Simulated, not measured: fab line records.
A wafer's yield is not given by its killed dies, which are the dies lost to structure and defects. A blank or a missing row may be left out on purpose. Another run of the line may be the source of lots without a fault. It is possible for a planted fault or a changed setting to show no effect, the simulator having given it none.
Which tool is to blame?	flow n5_finfet	28 wafers from 10 lots sampled at 5 of the route's 1938 steps

## WHAT THE GAUGES READ, wafer by wafer
N5_BEOL_M12_THK_MEAS_01.
lot	measured	on	M12_ILD_THK (nm)
L221	day 12 14:35	film_metro-01	656 640 673
L220	day 12 17:08	film_metro-01	645 642 657
L224	day 13 17:18	film_metro-02	650 666 661
L223	day 13 17:31	film_metro-02	654 660 657
L230	day 14 19:43	film_metro-01	647 641 663
L231	day 15 15:45	film_metro-02	660 994
L234	day 16 15:53	film_metro-02	1001 660
L236	day 16 16:45	film_metro-02	654 654 662
L237	day 16 19:56	film_metro-02	647 655 652
L238	day 16 20:25	film_metro-01	652 660 669

## EACH LOT AND THE TOOL THAT RAN IT (in order: tool; ch and the chambers of the sampled wafers; start)
lot	N5_BEOL_M11_STRIP_77	N5_BEOL_M11_ALD_74	N5_BEOL_M11_SPUTTER_48	N5_BEOL_M12_ILD_DEP_00
L221	rie_diel-05 ch 0,3, day 12 11:16 or earlier	ald_metal-02 ch 1,2, day 12 11:16	pvd_sputter-01, day 12 13:23	pecvd-03 ch 1,2, day 12 14:28
L220	rie_diel-05 ch 0,1,3, day 12 15:04 or earlier	ald_metal-01 ch 0,1,3, day 12 15:04	pvd_sputter-03, day 12 15:35	pecvd-03 ch 0,1,2, day 12 17:00
L224	rie_diel-06 ch 0,1,3, day 13 14:26 or earlier	ald_metal-02 ch 1,2, day 13 14:26	pvd_sputter-02, day 13 15:26	pecvd-03 ch 0,2, day 13 17:10
L223	rie_diel-02 ch 2,3, day 13 14:26 or earlier	ald_metal-03 ch 0,1,3, day 13 14:26	pvd_sputter-02, day 13 15:31	pecvd-01 ch 0,2, day 13 17:23
L230	rie_diel-05 ch 0,1,3, day 14 17:55 or earlier	ald_metal-01 ch 0,1,2, day 14 17:55	pvd_sputter-01, day 14 18:34	pecvd-02 ch 0,2, day 14 19:35
L231	rie_diel-05 ch 0,3, day 15 12:32 or earlier	ald_metal-03 ch 0,2, day 15 12:32	pvd_sputter-01, day 15 13:21	pecvd-03 ch 1,2, day 15 15:37
L234	rie_diel-05 ch 2, day 16 14:12 or earlier	ald_metal-01 ch 2,3, day 16 14:12	pvd_sputter-03, day 16 14:44	pecvd-03 ch 1,2, day 16 15:45
L236	rie_diel-02 ch 0,3, day 16 15:04 or earlier	ald_metal-01 ch 1,2, day 16 15:04	pvd_sputter-01, day 16 15:32	pecvd-02 ch 0,2, day 16 16:37
L237	rie_diel-06 ch 0,1,3, day 16 17:58 or earlier	ald_metal-02 ch 0,3, day 16 17:58	pvd_sputter-01, day 16 18:35	pecvd-02 ch 1,2, day 16 19:47
L238	rie_diel-02 ch 0,1,3, day 16 18:32 or earlier	ald_metal-03 ch 0,2,3, day 16 18:32	pvd_sputter-01, day 16 19:15	pecvd-01 ch 0,1,2, day 16 20:17
- N5_BEOL_M11_STRIP_77: strips in N2/H2, time 10 s.
- N5_BEOL_M11_ALD_74: deposits TaN, target thk 2 nm, pulse time 2 s, purge time 3 s.
- N5_BEOL_M11_SPUTTER_48: material Cu, target thk 12 nm, time 2 s.
- N5_BEOL_M12_ILD_DEP_00: deposits SiOC from DEMS/O2, target thk 658.92 nm, time 130.7 s.

## THE ANSWER, worked out from the rows above alone
Rule: the usual values come from the lots themselves. The widest of any qualifying gaps counts: lots, ordered by their means at a reading, are off when they make up no more than a third of the lots, leave a main group of 4 or more, and stand apart from it by 3 or more times the standard deviation of that group's means. A main group is skipped when, at the precision printed for the reading in the tables above, its means are all equal. A lot without any number at a reading at which 4 lots or more have one is off too. Where the step has rows for the other lots, those lots are counted as sound.
Off: L231, L234, seen at N5_BEOL_M12_THK_MEAS_01 (M12_ILD_THK). For the main group the mean is 655 nm and the standard deviation 4.1.
If a tool, at a process step before that reading, ran all the lots that are off and no sound lot after the first of them, it fits. Those tools and the gauges at N5_BEOL_M12_THK_MEAS_01 are tried in the same way. Because N5_BEOL_M11_STRIP_77 lacks a start for some lots, the hours and order of its lots are taken from N5_BEOL_M11_ALD_74. Can't be told from this: 2 tools fit, rie_diel-05 at N5_BEOL_M11_STRIP_77, pecvd-03 at N5_BEOL_M12_ILD_DEP_00.

## WHAT THE SIMULATOR PUT IN
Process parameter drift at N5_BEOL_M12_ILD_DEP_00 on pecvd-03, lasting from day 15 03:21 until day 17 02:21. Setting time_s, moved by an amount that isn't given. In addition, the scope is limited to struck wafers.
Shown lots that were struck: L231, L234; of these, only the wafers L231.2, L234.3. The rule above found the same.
